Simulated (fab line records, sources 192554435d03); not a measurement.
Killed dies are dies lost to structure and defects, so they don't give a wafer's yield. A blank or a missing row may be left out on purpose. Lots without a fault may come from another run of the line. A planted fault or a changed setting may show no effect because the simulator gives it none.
Chamber matching | flow n5_finfet | N5_FIN_CUT_STRIP_22 on rie_diel-06: 4 sister chambers
The step strips in N2/H2. 16 wafers are shown with their chamber, then 8 later ones without.

WAFERS WITH THEIR CHAMBER
wafer  | chamber | showerhead_plenum_p_Torr (Torr) | drypump_motor_current_A (A) | throttle_valve_pct (%)
L075.2 | 2       | 3.19                            | 5.5                         | 19.1
L075.5 | 1       | 3.55                            | 6.3                         | 19.7
L075.6 | 0       | 3.47                            | 5.8                         | 19.3
L081.1 | 3       | 3.30                            | 5.9                         | 18.7
L081.3 | 1       | 3.54                            | 6.3                         | 19.7
L081.4 | 2       | 3.19                            | 5.4                         | 19.1
L085.2 | 2       | 3.18                            | 5.5                         | 19.0
L085.3 | 0       | 3.46                            | 5.8                         | 19.3
L085.4 | 2       | 3.18                            | 5.5                         | 19.0
L086.1 | 0       | 3.45                            | 5.8                         | 19.2
L086.3 | 1       | 3.53                            | 6.4                         | 19.7
L086.5 | 0       | 3.45                            | 5.8                         | 19.3
L087.1 | 0       | 3.45                            | 5.8                         | 19.3
L087.5 | 2       | 3.18                            | 5.4                         | 19.1
L087.6 | 3       | 3.29                            | 5.9                         | 18.7
L089.1 | 3       | 3.29                            | 5.9                         | 18.8

SIGNATURES (means of the wafers above)
reading                  | chamber 0 | chamber 1 | chamber 2 | chamber 3 | scatter within a chamber
showerhead_plenum_p_Torr | 3.4560    | 3.5400    | 3.1840    | 3.2933    | 0.00767
drypump_motor_current_A  | 5.800     | 6.333     | 5.460     | 5.900     | 0.0394
throttle_valve_pct       | 19.280    | 19.700    | 19.060    | 18.733    | 0.0471
Rule: a wafer's distance from a chamber is the root of the sum, over the readings, of the square of ((its reading less the chamber's mean) divided by the reading's scatter). The wafer belongs to the nearest chamber; if the next one is less than 2 further off, it can't be placed. The scatter: the root of (the sum of the squares of (reading less its chamber's mean) over the shown wafers, divided by (wafers less chambers)).

WAFERS WITHOUT THEIR CHAMBER
wafer  | showerhead_plenum_p_Torr (Torr) | drypump_motor_current_A (A) | throttle_valve_pct (%)
L089.4 | 3.53                            | 6.3                         | 19.7
L089.5 | 3.18                            | 5.4                         | 19.0
L091.3 | 3.53                            | 6.4                         | 19.8
L091.4 | 3.45                            | 5.8                         | 19.2
L091.5 | 3.18                            | 5.5                         | 19.1
L095.1 | 3.17                            | 5.4                         | 19.1
L095.4 | 3.28                            | 5.9                         | 18.7
L095.6 | 3.28                            | 6.0                         | 18.8

WHICH CHAMBER EACH WENT THROUGH
wafer  | from the rows above | in truth
L089.4 | 1                   | 1
L089.5 | 2                   | 2
L091.3 | 1                   | 1
L091.4 | 0                   | 0
L091.5 | 2                   | 2
L095.1 | 2                   | 2
L095.4 | 3                   | 3
L095.6 | 3                   | 3
Placed correctly: 8 of 8. Can't be placed from these rows: 0. Placed wrongly: 0.
